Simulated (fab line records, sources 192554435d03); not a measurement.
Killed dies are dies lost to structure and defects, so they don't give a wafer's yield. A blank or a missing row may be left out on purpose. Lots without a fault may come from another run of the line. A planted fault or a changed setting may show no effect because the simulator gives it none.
Chamber matching | flow n5_finfet | N5_BEOL_M10_DEP_56 on pecvd-02: 3 sister chambers
The step deposits SiCN from 3MS/NH3, target thk 15 nm, time 26.5 s. 14 wafers are shown with their chamber, then 7 later ones without.

WAFERS WITH THEIR CHAMBER
wafer  | chamber | showerhead_plenum_p_Torr (Torr) | throttle_valve_pct (%)
L075.1 | 1       | 3.685                           | 9.8
L075.2 | 2       | 3.682                           | 8.7
L075.6 | 1       | 3.698                           | 10.0
L083.2 | 0       | 3.631                           | 9.1
L083.3 | 2       | 3.687                           | 8.9
L083.6 | 1       | 3.686                           | 10.1
L084.1 | 1       | 3.688                           | 10.2
L084.3 | 0       | 3.639                           | 9.0
L084.4 | 0       | 3.639                           | 9.3
L091.2 | 2       | 3.686                           | 9.1
L091.5 | 0       | 3.646                           | 8.8
L091.6 | 2       | 3.691                           | 9.1
L092.1 | 0       | 3.633                           | 9.0
L092.2 | 2       | 3.684                           | 9.0

SIGNATURES (means of the wafers above)
reading                  | chamber 0 | chamber 1 | chamber 2 | scatter within a chamber
showerhead_plenum_p_Torr | 3.63760   | 3.68925   | 3.68600   | 0.00515
throttle_valve_pct       | 9.040     | 10.025    | 8.960     | 0.174
Rule: a wafer's distance from a chamber is the root of the sum, over the readings, of the square of ((its reading less the chamber's mean) divided by the reading's scatter). The wafer belongs to the nearest chamber; if the next one is less than 2 further off, it can't be placed. The scatter: the root of (the sum of the squares of (reading less its chamber's mean) over the shown wafers, divided by (wafers less chambers)).

WAFERS WITHOUT THEIR CHAMBER
wafer  | showerhead_plenum_p_Torr (Torr) | throttle_valve_pct (%)
L092.4 | 3.674                           | 9.0
L095.2 | 3.635                           | 9.3
L095.5 | 3.636                           | 9.0
L095.6 | 3.691                           | 8.7
L096.2 | 3.634                           | 8.8
L096.5 | 3.676                           | 9.2
L096.6 | 3.647                           | 8.9

WHICH CHAMBER EACH WENT THROUGH
wafer  | from the rows above | in truth
L092.4 | 2                   | 2
L095.2 | 0                   | 0
L095.5 | 0                   | 0
L095.6 | 2                   | 2
L096.2 | 0                   | 0
L096.5 | 2                   | 2
L096.6 | 0                   | 0
Placed correctly: 7 of 7. Can't be placed from these rows: 0. Placed wrongly: 0.
